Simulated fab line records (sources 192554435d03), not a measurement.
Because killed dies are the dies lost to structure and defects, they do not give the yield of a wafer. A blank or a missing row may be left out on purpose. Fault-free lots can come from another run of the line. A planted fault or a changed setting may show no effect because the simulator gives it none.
Split-lot experiment ; flow n5 finfet ; route with 1938 steps; 7 lots, 39 wafers read

THE SPLIT
At N5_SD_EPI_P_EPI_21 (deposits SiGe:B, time 355 s), the setting epi growth time s was moved away from the recipe's 355 s on 12 of the 39 wafers read, by -10.5% to +6.8%. The other wafers ran this setting at the recipe's value.

FROM THE SPLIT TO THE READING: what the file shows between them, 5 steps
- N5_SD_EPI_P_HM_STRIP_48: strips SiNx in H3PO4, material SiNx, target depth 3 nm
- N5_SD_EPI_P_SRD_49: time 30 s
- N5_SD_EPI_P_PRECLEAN_24: cleans in O3/DIW, time 45 s
- N5_SD_ACTIVATION_RTA_00: time 0 s
- N5_SD_ACTIVATION_LSA_01: time 0.0008 s

THE READING
Measured at N5_SD_ACTIVATION_RS_MEAS_03 by four-point probe: RS_SD_P, in ohm/sq. On this fab line, fault-free wafers typically give 55.8 ohm/sq with a standard deviation of 0.84 ohm/sq.

wafer;tool, chamber at the split;epi growth time s as run, s;against the recipe;RS_SD_P, ohm/sq;against lot-mates on the recipe
L081.1;epi rpcvd-02, 0;355;recipe;55.0;-
L081.2;epi rpcvd-02, 0;355;recipe;55.8;-
L081.3;epi rpcvd-02, 0;355;recipe;55.1;-
L081.4;epi rpcvd-02, 0;355;recipe;56.4;-
L081.5;epi rpcvd-02, 0;355;recipe;55.3;-
L081.6;epi rpcvd-02, 0;355;recipe;54.6;-
L085.1;epi rpcvd-02, 0;355;recipe;55.8;-
L085.2;epi rpcvd-02, 0;355;recipe;55.9;-
L085.5;epi rpcvd-02, 0;355;recipe;56.8;-
L086.1;epi rpcvd-03, 0;355;recipe;56.4;-
L086.2;epi rpcvd-03, 0;324.4;-8.6%;60.0;+4.1
L086.3;epi rpcvd-03, 0;324.4;-8.6%;60.3;+4.4
L086.4;epi rpcvd-03, 0;355;recipe;55.7;-
L086.5;epi rpcvd-03, 0;355;recipe;55.5;-
L086.6;epi rpcvd-03, 0;324.4;-8.6%;59.2;+3.3
L087.1;epi rpcvd-02, 0;355;recipe;56.8;-
L087.2;epi rpcvd-02, 0;317.6;-10.5%;59.1;+3.2
L087.3;epi rpcvd-02, 0;355;recipe;56.0;-
L087.4;epi rpcvd-02, 0;317.6;-10.5%;59.2;+3.3
L087.5;epi rpcvd-02, 0;317.6;-10.5%;59.4;+3.5
L087.6;epi rpcvd-02, 0;355;recipe;55.0;-
L089.1;epi rpcvd-02, 0;328.5;-7.5%;57.3;+2.8
L089.2;epi rpcvd-02, 0;328.5;-7.5%;57.0;+2.5
L089.3;epi rpcvd-02, 0;355;recipe;55.0;-
L089.4;epi rpcvd-02, 0;328.5;-7.5%;56.6;+2.1
L089.5;epi rpcvd-02, 0;355;recipe;54.3;-
L089.6;epi rpcvd-02, 0;355;recipe;54.2;-
L095.1;epi rpcvd-03, 0;379.1;+6.8%;53.0;-2.2
L095.2;epi rpcvd-03, 0;355;recipe;55.2;-
L095.3;epi rpcvd-03, 0;379.1;+6.8%;52.2;-3.0
L095.4;epi rpcvd-03, 0;355;recipe;55.7;-
L095.5;epi rpcvd-03, 0;355;recipe;54.7;-
L095.6;epi rpcvd-03, 0;379.1;+6.8%;52.0;-3.2
L096.1;epi rpcvd-02, 0;355;recipe;56.0;-
L096.2;epi rpcvd-02, 0;355;recipe;56.1;-
L096.3;epi rpcvd-02, 0;355;recipe;56.9;-
L096.4;epi rpcvd-02, 0;355;recipe;57.0;-
L096.5;epi rpcvd-02, 0;355;recipe;57.1;-
L096.6;epi rpcvd-02, 0;355;recipe;57.0;-

THE FIT
A straight line over all 39 wafers: RS_SD_P changes by -0.371 ohm/sq for each +1% of epi growth time s; r = -0.88; the points scatter about the line by 0.93 ohm/sq.
The same after taking each lot's own level away (the mean of its wafers on the recipe; 39 wafers): -0.373 ohm/sq for each +1%; r = -0.95; scatter 0.56 ohm/sq.
Per that fit: largest epi growth time s move, reading shift of 3.9 ohm/sq.
Measured against the standard deviation above, the lots' own levels, which go from 54.50 to 56.68 ohm/sq, span 2.6 times it.
The two slopes are in agreement: the lot-to-lot level therefore moves the slope only a little.
Check: for one of the wafers moved furthest among these (-10.5%), held out of the fit, the line's prediction against its lot-mates is +4 ohm/sq. Against them it came out at +3.17 ohm/sq.

THE WHOLE CHAIN: every reading that the file lists as answering this split, in the file's order
step;what it does;reading;change (the file's fit);r (the file's)
N5_SD_EPI_P_EPI_21;deposits SiGe:B, time 355 s;SiGe-B_of_SD_EPI_P_EPI_21.thk nm (the simulator's own value, which no gauge read);+0.391 nm for each +1% of the setting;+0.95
N5_SD_EPI_P_HM_STRIP_48;strips SiNx in H3PO4, material SiNx, target depth 3 nm;SiGe-B_of_SD_EPI_P_EPI_21.thk nm (the simulator's own value, which no gauge read);+0.4 nm for each +1% of the setting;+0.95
N5_SD_ACTIVATION_RS_MEAS_03;measures by four-point-probe;RS_SD_P;-0.372 for each +1% of the setting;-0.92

THE FILE'S OWN FIT
RS_SD_P changes by -0.372 ohm/sq for each +1% of epi growth time s, r = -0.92.
